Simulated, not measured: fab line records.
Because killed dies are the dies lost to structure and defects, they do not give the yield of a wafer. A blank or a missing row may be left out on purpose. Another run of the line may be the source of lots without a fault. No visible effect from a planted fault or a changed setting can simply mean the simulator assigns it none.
Comparing a struck lot with a sound one ; flow nand-harc ; 40 steps out of a route of 1302
Sound: wafers L964.1, L964.4, L964.5. Struck: wafer L984.2 (L984.1, L984.4, from the same lot, were not struck and are left out); the cause is given at the end.
At each step with rows: each side's tool, then ch and its chambers, then its first start. Under that, the readings that differ: sound wafers ; struck wafers ; difference of the means ; sigmas: that difference in standard deviations of wafers without a fault.
alike: readings whose means differ by less than 2 such deviations, and words and numbers that are the same on both sides. not compared: withheld readings, readings that some wafer has no value for, bounds like >300 that may hide the same value, and numbers for which the record gives no deviation and whose values overlap.
The two part at a step that has a row with sigmas, a row that says differs or no value, or rows on one side only. Non-overlapping numbers with no deviation appear without sigmas and do not part them. Lack of a reading on every wafer of one side parts them only where that side has two or more wafers.

NHARC_P_M0_PRE_CLEAN_29: time 30 s.
  sound on pvd-sputter-01; struck on pvd-sputter-03
  alike: heater-power-w
NHARC_P_M0_PVD_20: deposits TaN, target thk 5 nm, time 8.06 s.
  sound on pvd-sputter-01; struck on pvd-sputter-03
  alike: throttle-valve-pct
then, 4 steps without rows for these wafers: NHARC_P_M0_PVD_21 (deposits Cu, target thk 30 nm, time 20.49 s); NHARC_P_M0_ECD_22 (material Cu, target thk 400 nm); NHARC_P_M0_ANNEAL_30 (time 90 s); NHARC_P_M0_CMP_23 (polishes, t overpolish 20 s, target thk 117.54 nm).
NHARC_P_M0_THK_MEAS_24: measures by xrf.
  sound: film-metro-01 at day 6 21:40; struck: film-metro-02 at day 14 23:25
  alike: thk-nm
next, for these wafers, 1 step has no rows: NHARC_P_M0_SRD_25.
NHARC_P_M0_INSPECT_27:
  sound: defect-inspect-02 at day 6 21:50; struck: defect-inspect-01 at day 14 23:34
  alike: raw-defect-count
then, 1 step without rows for these wafers: NHARC_P_M0_PRE_CLEAN_31 (time 12 s).
NHARC_P_M0_DEP_32: deposits SiCN, target thk 30 nm.
  sound on pecvd-04 ch 0,1, day 6 22:04; struck on pecvd-01 ch 0, day 14 23:43
  alike: heater-power-w
NHARC_P_M1_DEP_00: deposits SiOC, target thk 182.5 nm.
  sound on pecvd-03 ch 0,1, day 6 22:26; struck on pecvd-04 ch 0,1, day 15 00:08
then, 9 steps without rows for these wafers: NHARC_P_M1_DEHYDRATE_01 (time 120 s); NHARC_P_M1_HMDS_02 (time 30 s); NHARC_P_M1_COAT_34 (time 65 s); NHARC_P_M1_COAT_03 (resist thk 90 nm); NHARC_P_M1_SOFTBAKE_04 (time 55 s); NHARC_P_M1_EBR_05; NHARC_P_M1_EXPOSE_06 (exposes mask P M1, target cd 130 nm); NHARC_P_M1_PEB_07 (peb time 65 s); NHARC_P_M1_DEVELOP_08 (develop time 35 s).
NHARC_P_M1_CD_MEAS_09: target cd 130 nm.
  sound on cd-sem-01 ch 0, day 6 23:14; struck on cd-sem-03 ch 0, day 15 00:58
  alike: cd-nm
NHARC_P_M1_OVL_MEAS_10: pitch 260 nm.
  sound: overlay-01 at day 6 23:19; struck: overlay-02 at day 15 01:03
reading;sound;struck;difference;sigmas
overlay-y-nm (nm);-0.1 0.3 0.4;-1.9;-2.1;-2
  alike: overlay-x-nm
NHARC_P_M1_INSPECT_11:
  sound: defect-inspect-01 at day 6 23:21; struck: defect-inspect-01 at day 15 01:05
reading;sound;struck;difference;sigmas
raw-defect-count;9 4 5;1;-5;-2
then, 3 steps without rows for these wafers: NHARC_P_M1_DESCUM_14 (chemistry O2, time 3 s); NHARC_P_M1_ETCH_35 (etches the open film in N2/H2, target depth 40 nm, overetch 12 nm, time 43.94 s); NHARC_P_M1_ETCH_15 (etches the open film in C4F8/Ar, target depth 182.5 nm, time 91.2 s).
NHARC_P_M1_CD_MEAS_16:
  sound: cd-sem-02 at day 6 23:43; struck: cd-sem-03 at day 15 01:27
  alike: cd-nm
then, 3 steps without rows for these wafers: NHARC_P_M1_STRIP_18 (strips in N2/H2); NHARC_P_M1_ETCH_28 (etches the open film in CF4/N2, target depth 30 nm, time 72.99 s); NHARC_P_M1_STRIP_19 (strips in post etch residue remover, time 600 s).
NHARC_P_M1_DEGAS_29: time 60 s.
  sound: pvd-sputter-01 at day 7 00:26; struck: pvd-sputter-02 at day 15 02:10
  alike: heater-power-w
then, 5 steps without rows for these wafers: NHARC_P_M1_PRE_CLEAN_30 (time 30 s); NHARC_P_M1_PVD_20 (deposits TaN, target thk 5 nm, time 8.06 s); NHARC_P_M1_PVD_21 (deposits Cu, target thk 30 nm, time 20.49 s); NHARC_P_M1_ECD_22 (material Cu, target thk 400 nm); NHARC_P_M1_ANNEAL_31 (time 90 s).
NHARC_P_M1_CMP_23: polishes, t overpolish 20 s, target thk 157.82 nm.
  sound on cmp-03 ch 0,1,3, day 7 01:34; struck on cmp-04 ch 1, day 15 03:35
  alike: motor-current-A, time-to-endpoint-s
next, for these wafers, 1 step has no rows: NHARC_P_M1_SRD_25.
-- jump in the record: it breaks off in module P_M1 and resumes in module END (first step shown: number 1302 of the route), and 18 days separate the struck wafers' starts before and after --
NHARC_END_SORT_01:
  sound on prober-01 ch 0, day 25 09:07; struck on prober-01 ch 0, day 33 02:07
reading;sound;struck;difference;sigmas
hold;- - -;await-dispo/3.6h/release;no value on the sound wafers;
defect-limited-yield (%);91.3 90.4 89.5;0;-90;-48
killed-at-periphery;14 8 5;631;+622;+99 or more
killed-dies;59 65 71;677;+612;+47
sort_bin_2_pct (%);3.2 3.7 4.0;95.1;+91.5;+99 or more
sort-n-pass;618 612 606;0;-612;-47
sort-rim-yield-pct (%);87 88 85;0;-87;-25
sort-yield-pct (%);91.3 90.4 89.5;0;-90;-48
  alike: killed-at-array, killed-at-other, killed-open, killed-short, sort_bin_3_pct, sort_bin_4_pct

WHERE THEY PART
First at NHARC_P_M1_OVL_MEAS_10; last, within this record, at NHARC_END_SORT_01.

WHY: what had been put in by the simulator
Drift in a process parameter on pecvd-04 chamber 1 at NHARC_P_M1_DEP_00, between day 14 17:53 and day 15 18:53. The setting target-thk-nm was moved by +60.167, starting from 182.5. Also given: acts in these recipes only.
